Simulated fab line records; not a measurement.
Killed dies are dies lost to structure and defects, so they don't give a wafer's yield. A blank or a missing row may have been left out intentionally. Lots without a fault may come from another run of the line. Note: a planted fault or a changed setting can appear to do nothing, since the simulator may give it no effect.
Which tool is to blame? -- flow nand harc -- Sampling: 24 lots, 72 wafers, 6 of 1159 route steps

## WHAT THE GAUGES SHOWED, per wafer
NHARC_P_GATE_INSPECT_68. Usual: 196 for raw defect count, sd 66.
lot,measured,on,raw defect count,flag
L074,day 5 17:08,defect inspect-02,160 173 130,
L075,day 5 19:12,defect inspect-01,149 190 160,
L077,day 6 02:48,defect inspect-02,208 238 242,
L076,day 6 05:16,defect inspect-01,153 174 247,
L078,day 6 09:44,defect inspect-02,198 166 222,
L079,day 6 18:43,defect inspect-02,160 114 172,
L080,day 7 06:45,defect inspect-02,163 226 245,
L081,day 7 10:16,defect inspect-02,165 153 211,
L082,day 7 11:01,defect inspect-02,122 223 279,
L083,day 7 19:14,defect inspect-01,199 192 211,
L084,day 7 19:32,defect inspect-02,100 164 191,
L086,day 8 16:26,defect inspect-02,164 89 178,
L088,day 8 17:17,defect inspect-02,170 151 126,
L085,day 8 18:04,defect inspect-02,208 234 163,
L087,day 8 23:05,defect inspect-01,289 136 162,
L089,day 9 07:40,defect inspect-02,203 211 331,
L090,day 9 07:57,defect inspect-02,138 220 117,
L091,day 9 19:32,defect inspect-01,200 184 90,
L092,day 10 00:39,defect inspect-01,169 153 274,
L093,day 10 02:59,defect inspect-02,227 224 184,
L094,day 10 12:47,defect inspect-01,203 205 178,
L095,day 10 13:26,defect inspect-01,255 189 329,
L096,day 10 23:03,defect inspect-02,146 105 101,
L097,day 11 05:48,defect inspect-02,222 145 122,

NHARC_P_CONTACT_OVL_MEAS_13. Usual: overlay x nm 0.2 nm, standard deviation 0.91; overlay y nm 0.0 nm, standard deviation 0.65.
lot,measured,on,overlay x nm (nm),overlay y nm (nm),flag
L074,day 5 18:43,overlay-02,1.1 1.7 1.4,-0.9 -0.4 -0.2,
L075,day 5 20:54,overlay-01,0.7 0.7 0.8,0.0 0.0 -0.3,
L077,day 6 04:23,overlay-01,-0.4 -0.3 -0.6,0.5 0.0 -0.5,
L076,day 6 06:59,overlay-01,0.2 0.1 0.4,-0.4 0.5 0.0,
L078,day 6 11:19,overlay-02,-0.6 -0.6 -0.6,0.3 0.0 0.2,
L079,day 6 20:25,overlay-01,0.0 0.5 0.9,0.5 0.4 1.1,
L080,day 7 08:26,overlay-02,-1.0 -0.9 -1.4,-1.8 -1.9 -1.7,
L081,day 7 11:50,overlay-02,-0.5 -0.5 -0.9,0.2 0.6 0.4,
L082,day 7 12:43,overlay-01,-0.1 0.2 0.7,0.1 0.0 -0.1,
L083,day 7 20:56,overlay-01,-0.2 -0.3 -0.4,-0.6 0.0 -0.4,
L084,day 7 21:14,overlay-02,-0.3 0.1 0.0,0.9 0.3 1.0,
L086,day 8 18:08,overlay-01,1.7 2.2 1.7,-0.1 -0.7 -0.5,
L088,day 8 18:52,overlay-02,1.3 1.0 1.1,-0.4 -0.1 -0.5,
L085,day 8 19:46,overlay-01,0.6 0.3 0.2,1.4 0.5 0.7,
L087,day 9 00:39,overlay-02,0.5 0.3 1.1,0.0 -0.2 0.2,
L089,day 9 09:22,overlay-02,-2.6 -2.3 -2.2,0.7 0.9 0.9,
L090,day 9 09:39,overlay-02,0.3 0.6 0.7,0.6 -0.5 0.4,
L091,day 9 21:14,overlay-01,0.4 0.4 -0.1,-0.2 0.2 -0.8,
L092,day 10 02:21,overlay-02,-1.2 -1.2 -0.8,-0.1 -0.1 -0.4,
L093,day 10 04:41,overlay-01,1.2 1.2 0.7,1.0 0.5 0.9,
L094,day 10 14:23,overlay-01,0.3 0.7 -0.2,0.8 0.9 0.9,
L095,day 10 15:10,overlay-02,0.3 0.7 0.5,-0.2 0.2 -0.5,
L096,day 11 00:37,overlay-02,-0.1 0.0 0.0,0.5 -0.1 -0.5,
L097,day 11 07:29,overlay-01,0.8 0.8 0.1,-1.6 -1.0 -1.3,

NHARC_P_BONDPAD_THK_MEAS_20: measures by xrf. Usual: 160.8 nm for thk nm, sd 1.4.
lot,measured,on,thk nm (nm),flag
L074,day 6 21:05,film metro-02,161.6 162.5 161.9,
L075,day 6 21:43,film metro-01,161.5 160.5 162.2,
L077,day 7 00:22,film metro-01,160.8 159.8 160.3,
L076,day 7 02:19,film metro-01,161.4 161.7 161.2,
L078,day 7 12:05,film metro-02,159.9 158.5 160.4,
L079,day 7 15:54,film metro-02,161.4 160.8 161.3,
L080,day 8 04:28,film metro-02,160.9 161.8 159.2,
L081,day 8 10:24,film metro-01,163.7 159.8 161.2,
L082,day 8 10:38,film metro-01,161.4 158.0 158.0,
L083,day 8 17:44,film metro-02,162.3 163.7 161.8,
L084,day 8 18:58,film metro-02,163.0 163.4 161.5,
L086,day 9 14:35,film metro-01,161.4 162.4 161.5,
L088,day 9 15:20,film metro-02,161.6 159.9 157.8,
L085,day 9 16:04,film metro-02,159.3 161.4 159.6,
L087,day 9 22:34,film metro-01,159.1 159.2 159.3,
L089,day 10 11:52,film metro-02,161.2 158.8 161.5,
L090,day 10 14:52,film metro-01,162.7 161.6 161.4,
L091,day 10 19:44,film metro-01,160.6 158.0 160.3,
L092,day 10 22:14,film metro-01,159.6 161.9 161.2,
L093,day 11 01:10,film metro-02,161.8 159.9 161.5,
L094,day 11 10:31,film metro-01,161.7 161.6 162.0,
L095,day 11 12:21,film metro-01,161.1 160.8 160.9,
L096,day 11 20:07,film metro-01,160.7 158.7 158.9,
L097,day 12 05:07,film metro-01,164.6 160.7 160.2,

## EACH LOT AND THE TOOL THAT RAN IT (in order: tool; ch and the chambers of the sampled wafers; start)
lot,NHARC_P_GATE_STRIP_75,NHARC_P_CONTACT_STRIP_28,NHARC_P_CONTACT_PVD_32
L074,"plasma asher-02 ch 0,1, day 5 11:40","rie diel-10 ch 1,2,3, day 5 19:50","pvd sputter-02, day 6 21:05 or earlier"
L075,"plasma asher-02 ch 0,1, day 5 13:25","rie diel-10 ch 1,2,3, day 5 21:59","pvd sputter-02, day 6 21:43 or earlier"
L077,"plasma asher-01 ch 0,1, day 5 21:03","rie diel-10 ch 1,2,3, day 6 05:26","pvd sputter-03, day 7 00:22 or earlier"
L076,"plasma asher-02 ch 0,1, day 5 23:48","rie diel-10 ch 1,2,3, day 6 08:01","pvd sputter-03, day 7 02:19 or earlier"
L078,"plasma asher-02 ch 0,1, day 6 04:00","rie diel-10 ch 1,3, day 6 12:48","pvd sputter-02, day 7 12:05 or earlier"
L079,"plasma asher-01 ch 0,1, day 6 12:59","rie diel-10 ch 1,3, day 6 21:28","pvd sputter-02, day 7 15:54 or earlier"
L080,"plasma asher-01 ch 0,1, day 7 01:01","rie diel-10 ch 1,3, day 7 09:38","pvd sputter-01, day 8 04:28 or earlier"
L081,"plasma asher-01 ch 0,1, day 7 04:43","rie diel-10 ch 2,3, day 7 13:02","pvd sputter-02, day 8 10:24 or earlier"
L082,"plasma asher-01 ch 0,1, day 7 05:13","rie diel-10 ch 1,2,3, day 7 13:54","pvd sputter-02, day 8 10:38 or earlier"
L083,"plasma asher-01 ch 0,1, day 7 13:03","rie diel-10 ch 1,2, day 7 22:52","pvd sputter-02, day 8 17:44 or earlier"
L084,"plasma asher-01 ch 0,1, day 7 13:40","rie diel-07 ch 0,2, day 7 23:14","pvd sputter-02, day 8 18:58 or earlier"
L086,"plasma asher-02 ch 0,1, day 8 10:41","rie diel-10 ch 0,2, day 8 19:21","pvd sputter-01, day 9 14:35 or earlier"
L088,"plasma asher-01 ch 0,1, day 8 11:33","rie diel-10 ch 0,1,2, day 8 19:57","pvd sputter-03, day 9 15:20 or earlier"
L085,"plasma asher-02 ch 0,1, day 8 11:51","rie diel-07 ch 0,1,3, day 8 20:51","pvd sputter-03, day 9 16:04 or earlier"
L087,"plasma asher-01 ch 0,1, day 8 17:12","rie diel-07 ch 0,1,2, day 9 01:50","pvd sputter-02, day 9 22:34 or earlier"
L089,"plasma asher-02 ch 0,1, day 9 01:47","rie diel-10 ch 1,2, day 9 10:34","pvd sputter-02, day 10 11:52 or earlier"
L090,"plasma asher-01 ch 0,1, day 9 02:09","rie diel-10 ch 0,2, day 9 10:57","pvd sputter-03, day 10 14:52 or earlier"
L091,"plasma asher-02 ch 0,1, day 9 13:58","rie diel-10 ch 1,2,3, day 9 22:17","pvd sputter-03, day 10 19:44 or earlier"
L092,"plasma asher-02 ch 0,1, day 9 19:02","rie diel-07 ch 1,2,3, day 10 03:26","pvd sputter-03, day 10 22:14 or earlier"
L093,"plasma asher-01 ch 0,1, day 9 21:15","rie diel-07 ch 1,2, day 10 06:23","pvd sputter-03, day 11 01:10 or earlier"
L094,"plasma asher-01 ch 0,1, day 10 07:09","rie diel-10 ch 0,1, day 10 15:26","pvd sputter-01, day 11 10:31 or earlier"
L095,"plasma asher-01 ch 0,1, day 10 07:47","rie diel-10 ch 1,2,3, day 10 17:43","pvd sputter-01, day 11 12:21 or earlier"
L096,"plasma asher-02 ch 0,1, day 10 17:22","rie diel-07 ch 1,2,3, day 11 01:40","pvd sputter-02, day 11 20:07 or earlier"
L097,"plasma asher-01 ch 0,1, day 10 23:59","rie diel-10 ch 1,3, day 11 08:36","pvd sputter-03, day 12 05:07 or earlier"
- NHARC_P_GATE_STRIP_75: strips in O2.
- NHARC_P_CONTACT_STRIP_28: strips in O2.
- NHARC_P_CONTACT_PVD_32: deposits Ti, target thk 5 nm, time 17.7 s.

## WHAT THE TOOLS THEMSELVES READ (means of the sampled wafers that have a number; where no wafer has one, the mark that the record gives instead)
NHARC_P_GATE_STRIP_75. Usual: drypump motor current A 5.9 A, standard deviation 0.33; heater power w 335 W, standard deviation 24; temp c 249.98 C, standard deviation 0.17.
lot,tool,drypump motor current A (A),heater power w (W),temp c (C),flag
L074,plasma asher-02,5.6,306,249.87,
L075,plasma asher-02,5.6,303,250.08,
L077,plasma asher-01,6.0,356,249.96,
L076,plasma asher-02,5.6,306,250.04,
L078,plasma asher-02,5.8,315,249.89,
L079,plasma asher-01,6.0,352,250.01,
L080,plasma asher-01,6.1,350,249.95,
L081,plasma asher-01,6.0,357,250.00,
L082,plasma asher-01,6.1,355,249.96,
L083,plasma asher-01,6.2,354,249.83,
L084,plasma asher-01,6.2,349,249.92,
L086,plasma asher-02,5.6,302,250.21,
L088,plasma asher-01,6.0,355,249.95,
L085,plasma asher-02,5.6,305,250.01,
L087,plasma asher-01,6.2,354,250.14,
L089,plasma asher-02,5.8,312,250.02,
L090,plasma asher-01,6.1,359,250.06,
L091,plasma asher-02,5.8,314,250.14,
L092,plasma asher-02,5.8,316,249.98,
L093,plasma asher-01,6.2,349,250.12,
L094,plasma asher-01,6.0,353,249.96,
L095,plasma asher-01,6.1,351,250.03,
L096,plasma asher-02,5.6,304,249.90,
L097,plasma asher-01,6.2,354,250.05,

NHARC_P_CONTACT_STRIP_28. Usual: value, then standard deviation, for each; drypump motor current A 5.8 A / 0.49; mfc ar sccm 0.005 sccm / 0.0089; o2 flow sccm 499.8 sccm / 1.6; oes product au 1.001 a.u. / 0.0095; rf vpp V 57.6 V / 0.92; showerhead plenum p Torr 3.48 Torr / 0.083; throttle valve pct 17.036 % / 0.0088.
lot,tool,drypump motor current A (A),mfc ar sccm (sccm),o2 flow sccm (sccm),oes product au (a.u.),rf vpp V (V),showerhead plenum p Torr (Torr),throttle valve pct (%),flag
L074,rie diel-10,5.8,0.003,498.8,1.001,57.6,3.51,17.043,
L075,rie diel-10,5.8,0.003,500.3,1.003,58.1,3.51,17.036,
L077,rie diel-10,5.8,0.003,500.1,1.002,57.4,3.51,17.044,
L076,rie diel-10,5.8,0.003,500.2,0.998,58.6,3.51,17.035,
L078,rie diel-10,5.5,0.000,499.1,0.990,56.8,3.47,17.040,
L079,rie diel-10,5.5,0.000,501.9,0.988,57.2,3.47,17.034,
L080,rie diel-10,5.3,0.000,500.3,0.993,58.6,3.44,17.035,
L081,rie diel-10,6.2,0.006,498.8,1.000,57.5,3.57,17.036,
L082,rie diel-10,5.8,0.003,500.0,1.000,57.9,3.50,17.030,
L083,rie diel-10,5.7,0.003,499.3,1.005,57.8,3.47,17.044,
L084,rie diel-07,6.1,0.011,500.1,1.009,58.4,3.44,17.035,
L086,rie diel-10,6.2,0.006,501.3,0.999,57.6,3.57,17.047,
L088,rie diel-10,5.8,0.003,497.6,0.998,57.7,3.50,17.033,
L085,rie diel-07,6.0,0.018,500.0,1.003,57.0,3.40,17.038,
L087,rie diel-07,5.9,0.010,498.7,1.006,57.1,3.40,17.033,
L089,rie diel-10,6.1,0.006,499.2,1.002,58.2,3.53,17.045,
L090,rie diel-10,6.2,0.006,500.9,1.010,57.4,3.57,17.033,
L091,rie diel-10,5.8,0.003,500.5,1.005,58.1,3.50,17.041,
L092,rie diel-07,6.1,0.009,499.6,1.007,57.7,3.39,17.037,
L093,rie diel-07,6.1,0.001,500.2,1.011,57.3,3.39,17.039,
L094,rie diel-10,5.4,0.000,499.2,0.995,57.6,3.43,17.036,
L095,rie diel-10,5.8,0.003,500.7,0.998,58.2,3.50,17.044,
L096,rie diel-07,6.1,0.009,499.2,1.001,57.1,3.39,17.031,
L097,rie diel-10,5.3,0.000,498.0,0.991,57.4,3.43,17.030,

NHARC_P_CONTACT_PVD_32. Usual: 29.9 % for throttle valve pct, sd 1.1.
lot,tool,throttle valve pct (%),flag
L074,pvd sputter-02,31.1,
L075,pvd sputter-02,29.9,
L077,pvd sputter-03,29.7,
L076,pvd sputter-03,29.4,
L078,pvd sputter-02,31.1,
L079,pvd sputter-02,29.9,
L080,pvd sputter-01,29.6,
L081,pvd sputter-02,30.3,
L082,pvd sputter-02,31.0,
L083,pvd sputter-02,29.8,
L084,pvd sputter-02,28.7,
L086,pvd sputter-01,29.7,
L088,pvd sputter-03,30.0,
L085,pvd sputter-03,29.4,
L087,pvd sputter-02,31.0,
L089,pvd sputter-02,29.9,
L090,pvd sputter-03,29.7,
L091,pvd sputter-03,29.4,
L092,pvd sputter-03,29.6,
L093,pvd sputter-03,29.3,
L094,pvd sputter-01,29.2,
L095,pvd sputter-01,29.5,
L096,pvd sputter-02,29.8,
L097,pvd sputter-03,29.6,

## THE ANSWER, worked out from the rows above alone
Rule: lot off if the mean of its wafers having a number is beyond 3 standard deviations from the usual mean. Also off: a lot with no number at a reading for which 4 or more lots have one. The other lots that the step has rows for count as sound. After the gauges, taken in route order, come the tools' own readings; for these a lot's mean is taken, as printed above. The first step at which some lot is off is used, and at that step the reading that is off furthest; a lot without a number counts as furthest.
None of the lots is off at any reading shown; this tells nothing.

## WHAT THE SIMULATOR PUT IN
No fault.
